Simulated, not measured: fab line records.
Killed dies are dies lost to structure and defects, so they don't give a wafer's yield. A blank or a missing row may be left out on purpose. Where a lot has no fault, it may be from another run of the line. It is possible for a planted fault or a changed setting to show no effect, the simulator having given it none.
Matching of chambers :: flow n5-finfet :: ald-metal-02 running N5_BEOL_M9_ALD_74: 4 sister chambers
The step deposits TaN, target thk 2 nm, pulse time 2 s, purge time 3 s. 8 wafers are shown with their chamber, then 9 later ones without.

WAFERS, EACH WITH ITS CHAMBER
wafer: L082.1
chamber: 3
heater-power-w (W): 488

wafer: L082.2
chamber: 0
heater-power-w (W): 370

wafer: L083.1
chamber: 2
heater-power-w (W): 413

wafer: L083.2
chamber: 0
heater-power-w (W): 366

wafer: L083.4
chamber: 1
heater-power-w (W): 419

wafer: L087.2
chamber: 2
heater-power-w (W): 412

wafer: L087.4
chamber: 1
heater-power-w (W): 416

wafer: L087.6
chamber: 3
heater-power-w (W): 497

WAFERS WITH NO CHAMBER GIVEN
wafer: L091.2
heater-power-w (W): 490

wafer: L091.3
heater-power-w (W): 408

wafer: L091.4
heater-power-w (W): 406

wafer: L093.2
heater-power-w (W): 360

wafer: L093.4
heater-power-w (W): 410

wafer: L093.6
heater-power-w (W): 362

wafer: L097.1
heater-power-w (W): 410

wafer: L097.4
heater-power-w (W): 483

wafer: L097.5
heater-power-w (W): 353

WHICH CHAMBER EACH WENT THROUGH
wafer: L091.2
from the rows above: 3
in truth: 3

wafer: L091.3
from the rows above: can't be placed: 2 or 1
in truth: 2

wafer: L091.4
from the rows above: can't be placed: 2 or 1
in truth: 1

wafer: L093.2
from the rows above: 0
in truth: 0

wafer: L093.4
from the rows above: can't be placed: 2 or 1
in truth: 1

wafer: L093.6
from the rows above: 0
in truth: 0

wafer: L097.1
from the rows above: can't be placed: 2 or 1
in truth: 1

wafer: L097.4
from the rows above: 3
in truth: 3

wafer: L097.5
from the rows above: 0
in truth: 0
Correct placement for 5 of the 9. Can't be placed from these rows: 4 (the true chamber is among the candidates in 4). Number placed wrongly: 0.
How it was worked out, from the rows above alone: a wafer's distance from a chamber is the root of the sum, over the readings, of the square of ((its reading less the chamber's mean) divided by the reading's scatter). If the next closest chamber is less than 2 further off than the closest, the wafer can't be placed; otherwise it belongs to the closest. The mean given for a chamber averages the wafers shown for that chamber. The scatter is the square root of a quotient: the sum, over the shown wafers, of each reading's squared deviation from its chamber's mean, divided by wafers minus chambers.
